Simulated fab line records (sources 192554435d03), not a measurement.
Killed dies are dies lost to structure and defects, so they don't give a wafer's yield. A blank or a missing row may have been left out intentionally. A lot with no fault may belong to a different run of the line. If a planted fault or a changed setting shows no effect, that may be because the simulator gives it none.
Matching of chambers	flow n5_finfet	N5_SD_EPI_N_ETCH_35 on rie_diel-06: 4 sister chambers
The step etches SOC in N2/H2, overetch 108 nm, time 486 s. 14 wafers are shown with their chamber, then 7 later ones without.

WAFERS, EACH WITH ITS CHAMBER
wafer	chamber	showerhead_plenum_p_Torr (Torr)	oes_product_au (a.u.)	rf_vpp_V (V)
L077.1	0	2.43	0.66	240.3
L077.2	1	2.39	0.64	238.5
L077.4	0	2.43	0.66	239.3
L081.2	1	2.38	0.63	239.9
L081.3	0	2.43	0.65	238.3
L081.5	0	2.43	0.65	239.5
L083.2	3	2.67	0.68	242.1
L083.5	1	2.38	0.62	239.3
L083.6	3	2.67	0.68	240.9
L086.1	1	2.38	0.62	238.6
L086.3	0	2.42	0.65	237.9
L086.5	1	2.38	0.62	240.4
L094.1	0	2.42	0.63	238.9
L094.5	2	2.49	0.82	239.0

SIGNATURES (averages over the wafers above)
reading	chamber 0	chamber 1	chamber 2	chamber 3	scatter within a chamber
showerhead_plenum_p_Torr	2.4267	2.3820	2.4900	2.6700	0.00462
oes_product_au	0.6500	0.6260	0.8200	0.6800	0.00959
rf_vpp_V	239.033	239.340	239.000	241.500	0.845
Rule: for a wafer and a chamber, the distance is found by dividing, reading by reading, the gap between the wafer's reading and the chamber's mean by the reading's scatter, squaring, summing and taking the root. The wafer belongs to the nearest chamber; if the next one is less than 2 further off, it can't be placed. The scatter is the square root of a quotient: the sum, over the shown wafers, of each reading's squared deviation from its chamber's mean, divided by wafers minus chambers.

WAFERS WITHOUT THEIR CHAMBER
wafer	showerhead_plenum_p_Torr (Torr)	oes_product_au (a.u.)	rf_vpp_V (V)
L094.6	2.42	0.63	238.9
L095.2	2.41	0.63	239.1
L095.3	2.48	0.82	239.7
L095.4	2.48	0.81	239.2
L097.3	2.69	0.87	243.4
L097.5	2.41	0.63	239.0
L097.6	2.69	0.87	240.8

EACH ONE'S CHAMBER
wafer	from the rows above	in truth
L094.6	0	0
L095.2	can't be placed: 0 or 1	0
L095.3	2	2
L095.4	2	2
L097.3	3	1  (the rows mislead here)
L097.5	can't be placed: 0 or 1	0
L097.6	3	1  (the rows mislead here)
Correctly placed: 3 of 7. These rows do not allow placing 2 (true chamber among the candidates in 2). Wrongly placed: 2.
